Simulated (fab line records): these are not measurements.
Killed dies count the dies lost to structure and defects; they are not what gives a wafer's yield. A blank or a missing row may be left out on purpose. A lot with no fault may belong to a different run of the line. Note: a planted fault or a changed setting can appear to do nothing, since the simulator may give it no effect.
Matching of chambers :: flow n5Finfet :: 4 sister chambers for N5_BEOL_M15_ETCH_61 on rieDiel-06
The step etches BARC in N2/H2, target depth 89 nm, overetch 26.7 nm, time 67.9 s. 14 wafers are shown with their chamber, then 7 later ones without.

## WAFERS WITH THEIR CHAMBER
wafer: L077.2
chamber: 0
showerheadPlenumPTorr (Torr): 2.40
throttleValvePct (%): 18.10
oesProductAu (a.u.): 0.61

wafer: L077.4
chamber: 3
showerheadPlenumPTorr (Torr): 2.62
throttleValvePct (%): 18.10
oesProductAu (a.u.): 0.59

wafer: L077.6
chamber: 2
showerheadPlenumPTorr (Torr): 2.71
throttleValvePct (%): 17.94
oesProductAu (a.u.): 0.75

wafer: L078.3
chamber: 0
showerheadPlenumPTorr (Torr): 2.40
throttleValvePct (%): 18.12
oesProductAu (a.u.): 0.62

wafer: L078.4
chamber: 3
showerheadPlenumPTorr (Torr): 2.62
throttleValvePct (%): 18.12
oesProductAu (a.u.): 0.59

wafer: L078.6
chamber: 2
showerheadPlenumPTorr (Torr): 2.71
throttleValvePct (%): 17.96
oesProductAu (a.u.): 0.75

wafer: L079.2
chamber: 3
showerheadPlenumPTorr (Torr): 2.62
throttleValvePct (%): 18.11
oesProductAu (a.u.): 0.59

wafer: L079.3
chamber: 2
showerheadPlenumPTorr (Torr): 2.71
throttleValvePct (%): 17.97
oesProductAu (a.u.): 0.75

wafer: L079.4
chamber: 1
showerheadPlenumPTorr (Torr): 2.46
throttleValvePct (%): 17.55
oesProductAu (a.u.): 0.72

wafer: L081.1
chamber: 2
showerheadPlenumPTorr (Torr): 2.70
throttleValvePct (%): 17.95
oesProductAu (a.u.): 0.74

wafer: L081.4
chamber: 2
showerheadPlenumPTorr (Torr): 2.70
throttleValvePct (%): 17.96
oesProductAu (a.u.): 0.74

wafer: L081.6
chamber: 1
showerheadPlenumPTorr (Torr): 2.46
throttleValvePct (%): 17.58
oesProductAu (a.u.): 0.70

wafer: L087.1
chamber: 2
showerheadPlenumPTorr (Torr): 2.70
throttleValvePct (%): 17.96
oesProductAu (a.u.): 0.73

wafer: L087.5
chamber: 2
showerheadPlenumPTorr (Torr): 2.70
throttleValvePct (%): 17.96
oesProductAu (a.u.): 0.72

SIGNATURES, as means of the wafers listed above
reading: showerheadPlenumPTorr
chamber 0: 2.4000
chamber 1: 2.4600
chamber 2: 2.7043
chamber 3: 2.6200
scatter within a chamber: 0.00414

reading: throttleValvePct
chamber 0: 18.1100
chamber 1: 17.5650
chamber 2: 17.9571
chamber 3: 18.1100
scatter within a chamber: 0.0118

reading: oesProductAu
chamber 0: 0.6150
chamber 1: 0.7100
chamber 2: 0.7400
chamber 3: 0.5900
scatter within a chamber: 0.0102
Rule: for each reading, subtract the chamber's mean from the wafer's reading, divide by that reading's scatter and square the result; add these up over the readings and take the root, which gives the wafer's distance from the chamber. The wafer belongs to the nearest chamber; if the next one is less than 2 further off, it can't be placed. How the scatter is found: for the shown wafers, subtract from each reading the mean of its chamber, square and add these, divide the total by (wafers less chambers), then take the root.

## WAFERS MISSING THEIR CHAMBER
wafer: L087.6
showerheadPlenumPTorr (Torr): 2.62
throttleValvePct (%): 17.62
oesProductAu (a.u.): 0.82

wafer: L093.1
showerheadPlenumPTorr (Torr): 2.69
throttleValvePct (%): 18.01
oesProductAu (a.u.): 0.71

wafer: L093.2
showerheadPlenumPTorr (Torr): 2.61
throttleValvePct (%): 17.62
oesProductAu (a.u.): 0.78

wafer: L093.5
showerheadPlenumPTorr (Torr): 2.69
throttleValvePct (%): 18.00
oesProductAu (a.u.): 0.71

wafer: L096.1
showerheadPlenumPTorr (Torr): 2.71
throttleValvePct (%): 17.70
oesProductAu (a.u.): 0.82

wafer: L096.3
showerheadPlenumPTorr (Torr): 2.69
throttleValvePct (%): 18.00
oesProductAu (a.u.): 0.70

wafer: L096.4
showerheadPlenumPTorr (Torr): 2.44
throttleValvePct (%): 17.61
oesProductAu (a.u.): 0.68

## THE CHAMBER EACH PASSED THROUGH
wafer: L087.6
from the rows above: 2
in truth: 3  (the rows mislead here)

wafer: L093.1
from the rows above: 2
in truth: 2

wafer: L093.2
from the rows above: can't be placed: 2 or 1
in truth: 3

wafer: L093.5
from the rows above: 2
in truth: 2

wafer: L096.1
from the rows above: 2
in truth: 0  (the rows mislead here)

wafer: L096.3
from the rows above: 2
in truth: 2

wafer: L096.4
from the rows above: 1
in truth: 1
Correctly placed: 4 of 7. Cannot be placed on the basis of these rows: 1; the candidates contain the true chamber in 0. Wrongly placed: 2.
